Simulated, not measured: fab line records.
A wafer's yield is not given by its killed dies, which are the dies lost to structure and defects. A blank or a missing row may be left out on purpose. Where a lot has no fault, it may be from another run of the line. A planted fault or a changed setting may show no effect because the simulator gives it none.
Which tool was responsible? :: flow nand_harc :: 7 lots with 21 wafers sampled at 3 steps, on a route of 1302 steps

## WHAT EACH GAUGE READ, for each wafer
NHARC_A_WL_FILL_INSPECT_15.
lot: L227
measured: day 21 13:43
on: defect_inspect-02
raw_defect_count: 468 470 472

lot: L230
measured: day 22 10:58
on: defect_inspect-02
raw_defect_count: 380 612 696

lot: L233
measured: day 25 09:28
on: defect_inspect-02
raw_defect_count: 273 294 359

lot: L241
measured: day 28 01:25
on: defect_inspect-02
raw_defect_count: 400 433 565

lot: L245
measured: day 29 02:10
on: defect_inspect-01
raw_defect_count: 627 428 415

lot: L247
measured: day 29 22:14
on: defect_inspect-02
raw_defect_count: 429 365 382

lot: L249
measured: day 30 18:15
on: defect_inspect-02
raw_defect_count: 496 517 360

## TOOL THAT RAN EACH LOT (tool first, then ch and the chambers of the sampled wafers, then the start)
lot: L227
NHARC_A_SLIT_DEP_00: acl_dep-02 ch 0, day 19 22:52
NHARC_A_WL_FILL_ETCHBACK_17: rie_metal-01 ch 0, day 21 07:13

lot: L230
NHARC_A_SLIT_DEP_00: acl_dep-01 ch 0, day 20 18:11
NHARC_A_WL_FILL_ETCHBACK_17: rie_metal-03 ch 0,1, day 22 04:29

lot: L233
NHARC_A_SLIT_DEP_00: acl_dep-03 ch 0, day 23 19:42
NHARC_A_WL_FILL_ETCHBACK_17: rie_metal-02 ch 0,1, day 25 03:11

lot: L241
NHARC_A_SLIT_DEP_00: acl_dep-03 ch 0, day 26 14:10
NHARC_A_WL_FILL_ETCHBACK_17: rie_metal-01 ch 0,1, day 27 19:08

lot: L245
NHARC_A_SLIT_DEP_00: acl_dep-03 ch 0, day 27 13:18
NHARC_A_WL_FILL_ETCHBACK_17: rie_metal-02 ch 0,1, day 28 19:51

lot: L247
NHARC_A_SLIT_DEP_00: acl_dep-03 ch 0, day 28 09:22
NHARC_A_WL_FILL_ETCHBACK_17: rie_metal-02 ch 0,1, day 29 14:55

lot: L249
NHARC_A_SLIT_DEP_00: acl_dep-02 ch 0, day 29 03:27
NHARC_A_WL_FILL_ETCHBACK_17: rie_metal-01 ch 0,1, day 30 12:02
- NHARC_A_SLIT_DEP_00: deposits aC, target thk 6200 nm.
- NHARC_A_WL_FILL_ETCHBACK_17: etches the open film in Cl2/BCl3, target depth 4 nm, time 26.7 s.

## THE ANSWER, worked out from the rows above alone
Rule: what is usual is taken from the lots themselves. The widest of any qualifying gaps counts: lots, ordered by their means at a reading, are off when they make up no more than a third of the lots, leave a main group of 4 or more, and stand apart from it by 3 or more times the standard deviation of that group's means. A main group whose means are all the same, to the digits that the tables above print for the reading, isn't used. A lot without any number at a reading at which 4 lots or more have one is off too. The other lots that the step has rows for count as sound.
Nothing can be told from this: no lot is off at any reading shown.

## WHAT THE SIMULATOR PUT IN
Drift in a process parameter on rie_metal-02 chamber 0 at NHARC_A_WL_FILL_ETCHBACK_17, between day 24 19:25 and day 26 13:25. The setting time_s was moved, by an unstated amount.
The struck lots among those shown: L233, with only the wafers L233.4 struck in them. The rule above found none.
